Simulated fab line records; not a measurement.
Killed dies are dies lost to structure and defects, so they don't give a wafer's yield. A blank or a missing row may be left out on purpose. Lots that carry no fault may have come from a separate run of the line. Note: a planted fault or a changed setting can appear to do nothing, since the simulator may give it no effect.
Split-lot trial    flow n5 finfet    route with 1938 steps; 7 lots, 21 wafers read

THE SPLIT
At N5_BEOL_M3_EXPOSE_08 (exposes mask M3), the setting dose mj was moved away from the recipe's 33 on 7 of the 21 wafers read, by -4.0% to +5.1%. For the rest of the wafers, this setting stayed at what the recipe calls for.

FROM THE SPLIT TO THE READING: what the file shows between them, 3 steps
- N5_BEOL_M3_PEB_09: peb time 60 s
- N5_BEOL_M3_DEVELOP_10: develop time 30 s
- N5_BEOL_M3_DESCUM_16: chemistry O2, time 7 s

THE READING
BEOL_M3.cd offset nm (the simulator's own value, which no gauge read), in nm, at N5_BEOL_M3_ETCH_74 (etches underlayer in N2/H2, target depth 6.5 nm, time 5.2 s). No usual value for it is given in the file. Average 0.0 nm, standard deviation 0.23 nm, over the 14 wafers here run with the recipe.

wafer   tool, chamber at the split  dose mj as run  against the recipe  BEOL_M3.cd offset nm, nm  against lot-mates on the recipe
L074.2  euv scanner-02, 0           33              recipe              -0.2                      -
L074.3  euv scanner-02, 0           33              recipe              -0.2                      -
L074.4  euv scanner-02, 0           33              recipe              -0.4                      -
L078.2  euv scanner-01, 0           33              recipe              -0.2                      -
L078.3  euv scanner-01, 0           33              recipe              0                         -
L078.5  euv scanner-01, 0           33              recipe              0                         -
L081.1  euv scanner-02, 0           34.69           +5.1%               1                         +0.9
L081.3  euv scanner-02, 0           33              recipe              0                         -
L081.4  euv scanner-02, 0           33              recipe              0.2                       -
L084.1  euv scanner-01, 0           33.72           +2.2%               0.4                       +0.6
L084.6  euv scanner-01, 0           33.72           +2.2%               0.4                       +0.6
L084.2  euv scanner-01, 0           33              recipe              -0.2                      -
L089.2  euv scanner-01, 0           31.67           -4.0%               -1.2                      no lot-mate on the recipe
L089.4  euv scanner-01, 0           31.67           -4.0%               -0.8                      no lot-mate on the recipe
L089.6  euv scanner-01, 0           31.67           -4.0%               -1                        no lot-mate on the recipe
L091.2  euv scanner-02, 0           33              recipe              0                         -
L091.3  euv scanner-02, 0           33.97           +2.9%               0.8                       +0.6
L091.5  euv scanner-02, 0           33              recipe              0.4                       -
L097.1  euv scanner-01, 0           33              recipe              0.4                       -
L097.4  euv scanner-01, 0           33              recipe              0                         -
L097.5  euv scanner-01, 0           33              recipe              0.2                       -

THE FIT
A straight line over all 21 wafers: BEOL_M3.cd offset nm changes by +0.229 nm for each +1% of dose mj; r = +0.92; the points scatter about the line by 0.21 nm.
The same after taking each lot's own level away (the mean of its wafers on the recipe; 18 wafers): +0.199 nm for each +1%; r = +0.91; scatter 0.14 nm.
The reading moves by 1 nm for the largest change in dose mj, on that fit.
The lots' own levels span -0.27 to 0.20 nm, that is 2.1 times the standard deviation above.
Thus the slope moves with the lot-to-lot level: the two fits are different.
Check: +1.23 nm against its lot-mates is what the line predicts for one of the wafers moved furthest among these (+5.1%) when that wafer is left out of the fit. It came out at +0.9 nm against them.

THE OTHER SPLITS THESE WAFERS WENT THROUGH
Other splits were also applied to these wafers ahead of the reading. Each is held against what the fit with the lots' levels taken away leaves over:
other split on the same wafers  wafers away from the commonest value  r with BEOL_M3.cd offset nm (lot level and that fit taken away)
N5_BEOL_M3_PECVD_72 temp c      8                                     -0.03

THE FILE'S OWN FIT
BEOL_M3.cd offset nm changes by +0.194 nm for each +1% of dose mj, r = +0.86.
